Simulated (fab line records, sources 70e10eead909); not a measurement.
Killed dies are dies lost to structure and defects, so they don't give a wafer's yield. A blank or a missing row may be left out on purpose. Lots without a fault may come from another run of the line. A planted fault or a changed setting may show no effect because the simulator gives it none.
Which tool did it? | flow nand_harc | 6 lots, 17 wafers sampled, at 4 steps of a route of 1302

WHAT THE GAUGES READ, wafer by wafer
NHARC_END_SORT_01.
lot  | measured     | on        | killed_at_other
L887 | day 25 17:38 | prober-01 | 4 2 5
L892 | day 28 00:34 | prober-02 | 4 2 2
L893 | day 28 10:22 | prober-02 | 1 0 0

WHICH TOOL RAN EACH LOT (tool, then ch and the chambers of the sampled wafers, then the start)
lot  | NHARC_A_STAIRCASE_ETCH_444         | NHARC_A_STAIRCASE_DEP_471       | NHARC_A_SGD_CUT_ETCH_58
L885 | rie_diel-10 ch 0,1,2, day 19 22:17 | pecvd-01 ch 0,2, day 20 03:56   | rie_diel-12 ch 0,2, day 20 05:29
L887 | rie_diel-02 ch 1,2,3, day 20 10:29 | pecvd-04 ch 0,1,2, day 20 15:54 | rie_diel-11 ch 0,1, day 20 17:35
L892 | rie_diel-10 ch 0,1,2, day 22 09:38 | pecvd-04 ch 0,1, day 22 16:20   | rie_diel-04 ch 2,3, day 22 18:10
L893 | rie_diel-10 ch 1,2,3, day 23 02:54 | pecvd-04 ch 1,2, day 23 09:19   | rie_diel-11 ch 1,2,3, day 23 11:01
L899 | rie_diel-10 ch 1,2, day 25 18:22   | pecvd-01 ch 1,2, day 26 01:47   | rie_diel-12 ch 1,2, day 26 03:26
L906 | rie_diel-01 ch 0,1,2, day 28 01:11 | pecvd-01 ch 1,2, day 28 06:46   | rie_diel-04 ch 1,2,3, day 28 08:19
- NHARC_A_STAIRCASE_ETCH_444: etches the open film in C4F8/O2, target depth 20400 nm, time 6800 s.
- NHARC_A_STAIRCASE_DEP_471: deposits SiO2, target thk 100 nm.
- NHARC_A_SGD_CUT_ETCH_58: etches the open film in CF4, target depth 39 nm, time 65 s.

THE ANSWER, worked out from the rows above alone
Rule: what is usual is taken from the lots themselves. Put in order of their means at a reading, lots are off if they are a third of the lots or fewer, leave a main group of 4 or more, and stand apart from it by a gap of 3 or more times the standard deviation of the main group's means; of several such gaps the widest counts. A main group whose means are all the same, to the digits that the tables above print for the reading, isn't used. A lot without any number at a reading at which 4 lots or more have one is off too. The other lots that the step has rows for count as sound.
No lot is off at any reading shown: from this, nothing can be told.

WHAT THE SIMULATOR HAD PUT IN
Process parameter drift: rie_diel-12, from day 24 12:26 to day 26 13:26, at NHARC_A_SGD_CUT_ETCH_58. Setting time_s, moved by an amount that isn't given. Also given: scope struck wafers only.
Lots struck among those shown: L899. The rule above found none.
